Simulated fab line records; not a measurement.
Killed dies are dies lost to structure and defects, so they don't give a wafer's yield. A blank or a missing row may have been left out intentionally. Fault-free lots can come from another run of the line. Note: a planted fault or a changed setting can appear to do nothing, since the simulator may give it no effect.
Which tool did it?    flow nand_harc    Sampling: 15 lots, 43 wafers, 5 of 1302 route steps

== WHAT THE GAUGES READ, wafer by wafer ==
NHARC_A_BONDPAD_THK_MEAS_20: measures by xrf. Usual: thk_nm 170.2 nm, standard deviation 1.5.
lot   measured      on             thk_nm (nm)        flag
L828  day 23 04:58  film_metro-02  168.9 169.4 169.5  
L829  day 23 21:27  film_metro-02  169.1 169.7 172.4  
L830  day 25 00:31  film_metro-01  170.3 170.5 170.7  
L831  day 24 03:23  film_metro-01  171.8 169.4 168.4  
L832  day 23 23:31  film_metro-02  171.7 169.8 170.0  
L834  day 25 07:46  film_metro-01  169.0 169.9 168.3  
L835  day 26 08:30  film_metro-01  168.0 172.0 169.9  
L838  day 27 17:04  film_metro-01  168.5              
L839  day 27 19:04  film_metro-01  170.6              
L840  day 28 10:28  film_metro-02  168.4              
L848  day 31 11:18  film_metro-02  169.4 169.9 170.4  
L847  day 32 02:28  film_metro-01  170.8 170.1 171.4  
L849  day 31 09:37  film_metro-02  170.3 169.5 167.1  
L850  day 32 00:32  film_metro-01  170.1 168.5 172.5  
L851  day 32 15:37  film_metro-02  172.9 168.7 171.7  

NHARC_END_SORT_01. Usual: killed_at_array 52, standard deviation 16; killed_at_other 0.8, standard deviation 1.1; killed_at_periphery 4.2, standard deviation 2.5; killed_dies 57, standard deviation 16; killed_open 3.4, standard deviation 2; killed_short 2.6, standard deviation 1.6.
lot   measured      on         killed_at_array  killed_at_other  killed_at_periphery  killed_dies  killed_open  killed_short  flag
L838  day 28 22:59  prober-02  49 39            1 0              627 10               677 49       5 1          1 2           OFF
L839  day 28 21:23  prober-01  46 58            0 0              631 9                677 67       2 4          2 2           OFF
L840  day 29 19:37  prober-02  71 77 72         1 0 0            605 600 2            677 677 74   4 4 1        2 4 3         OFF

== EACH LOT AND THE TOOL THAT RAN IT (in order: tool; ch and the chambers of the sampled wafers; start) ==
lot   NHARC_P_STI_HDPCVD_20           NHARC_A_BONDPAD_PVD_27                   NHARC_THIN_TSV_PVD_51
L828  hdpcvd-01 ch 0,1, day 3 03:58   pvd_sputter-01, day 23 04:58 or earlier  pvd_sputter-03, no start
L829  hdpcvd-01 ch 0,1, day 3 18:08   pvd_sputter-01, day 23 21:27 or earlier  pvd_sputter-02, no start
L830  hdpcvd-01 ch 0,1, day 4 02:30   pvd_sputter-03, day 25 00:31 or earlier  pvd_sputter-03, no start
L831  hdpcvd-01 ch 0, day 4 13:52     pvd_sputter-03, day 24 03:23 or earlier  pvd_sputter-01, no start
L832  hdpcvd-01 ch 0,1, day 4 21:44   pvd_sputter-03, day 23 23:31 or earlier  pvd_sputter-01, no start
L834  hdpcvd-01 ch 0,1, day 5 18:32   pvd_sputter-03, day 25 07:46 or earlier  pvd_sputter-03, no start
L835  hdpcvd-01 ch 0,1, day 6 02:35   pvd_sputter-03, day 26 08:30 or earlier  pvd_sputter-01, no start
L838  hdpcvd-01 ch 0, day 7 09:46     pvd_sputter-03, day 27 17:04 or earlier  pvd_sputter-01, day 28 22:59 or earlier
L839  hdpcvd-01 ch 0,1, day 7 19:36   pvd_sputter-01, day 27 19:04 or earlier  pvd_sputter-01, day 28 21:23 or earlier
L840  hdpcvd-01 ch 0,1, day 8 06:44   pvd_sputter-03, day 28 10:28 or earlier  pvd_sputter-01, day 29 19:37 or earlier
L848  hdpcvd-01 ch 0,1, day 11 17:40  pvd_sputter-01, day 31 11:18 or earlier  pvd_sputter-03, no start
L847  hdpcvd-01 ch 0,1, day 11 18:04  pvd_sputter-01, day 32 02:28 or earlier  pvd_sputter-02, no start
L849  hdpcvd-01 ch 0, day 11 22:59    pvd_sputter-03, day 31 09:37 or earlier  pvd_sputter-01, no start
L850  hdpcvd-01 ch 0,1, day 12 09:32  pvd_sputter-01, day 32 00:32 or earlier  pvd_sputter-01, no start
L851  hdpcvd-01 ch 0,1, day 12 19:26  pvd_sputter-03, day 32 15:37 or earlier  pvd_sputter-02, no start
- NHARC_P_STI_HDPCVD_20: deposits SiO2.
- NHARC_A_BONDPAD_PVD_27: deposits Cu, target thk 30 nm, time 20.49 s.
- NHARC_THIN_TSV_PVD_51: deposits Cu, target thk 100 nm.

== AS READ BY THE TOOLS THEMSELVES (means over the sampled wafers that have a number; for cases with no such wafer, the mark the record gives instead) ==
NHARC_A_BONDPAD_PVD_27. Usual: throttle_valve_pct 30.3 %, standard deviation 0.71.
lot   tool            throttle_valve_pct (%)  flag
L828  pvd_sputter-01  29.8                    
L829  pvd_sputter-01  30.2                    
L830  pvd_sputter-03  30.6                    
L831  pvd_sputter-03  30.1                    
L832  pvd_sputter-03  30.4                    
L834  pvd_sputter-03  30.4                    
L835  pvd_sputter-03  30.5                    
L838  pvd_sputter-03  30.5                    
L839  pvd_sputter-01  30.5                    
L840  pvd_sputter-03  30.8                    
L848  pvd_sputter-01  30.3                    
L847  pvd_sputter-01  31.1                    
L849  pvd_sputter-03  30.5                    
L850  pvd_sputter-01  30.6                    
L851  pvd_sputter-03  31.1                    

NHARC_THIN_TSV_PVD_51. Usual: throttle_valve_pct 30.2 %, standard deviation 0.72.
lot   tool            throttle_valve_pct (%)  flag
L828  pvd_sputter-03  30.0                    
L829  pvd_sputter-02  30.1                    
L830  pvd_sputter-03  30.3                    
L831  pvd_sputter-01  31.3                    
L832  pvd_sputter-01  31.2                    
L834  pvd_sputter-03  30.3                    
L835  pvd_sputter-01  30.9                    
L838  pvd_sputter-01  31.4                    
L839  pvd_sputter-01  31.2                    
L840  pvd_sputter-01  30.6                    
L848  pvd_sputter-03  30.8                    
L847  pvd_sputter-02  30.1                    
L849  pvd_sputter-01  30.3                    
L850  pvd_sputter-01  30.2                    
L851  pvd_sputter-02  29.9                    

== THE ANSWER, worked out from the rows above alone ==
Rule: a lot counts as off when the mean over its wafers that have a number is more than 3 standard deviations away from the usual mean. A lot without any number at a reading at which 4 lots or more have one is off too. Any other lot the step has rows for is counted as sound. Order of review: gauges by route order, followed by the tools' own readings, for which a lot's mean as printed above is used. At the first step where some lot is off, the reading lying furthest off is the one used; lots without a number count as furthest.
Off at NHARC_END_SORT_01 (killed_at_periphery): L838, L839, L840. Neither off nor sound, because the step has no rows for them: L828, L829, L830, L831, L832, L834, L835, L848, L847, L849, L850, L851.
If a tool, at a process step before that reading, ran all the lots that are off and no sound lot after the first of them, it fits. Gauges at NHARC_END_SORT_01: tried the same way as those tools. Because NHARC_A_BONDPAD_PVD_27 lacks a start for some lots, the hours and order of its lots are taken from NHARC_A_BONDPAD_THK_MEAS_20. Because NHARC_THIN_TSV_PVD_51 lacks a start for some lots, the hours and order of its lots are taken from NHARC_END_SORT_01. Undecided on this evidence; 2 tools fit (hdpcvd-01 at NHARC_P_STI_HDPCVD_20, pvd_sputter-01 at NHARC_THIN_TSV_PVD_51).

== WHAT WAS PUT IN BY THE SIMULATOR ==
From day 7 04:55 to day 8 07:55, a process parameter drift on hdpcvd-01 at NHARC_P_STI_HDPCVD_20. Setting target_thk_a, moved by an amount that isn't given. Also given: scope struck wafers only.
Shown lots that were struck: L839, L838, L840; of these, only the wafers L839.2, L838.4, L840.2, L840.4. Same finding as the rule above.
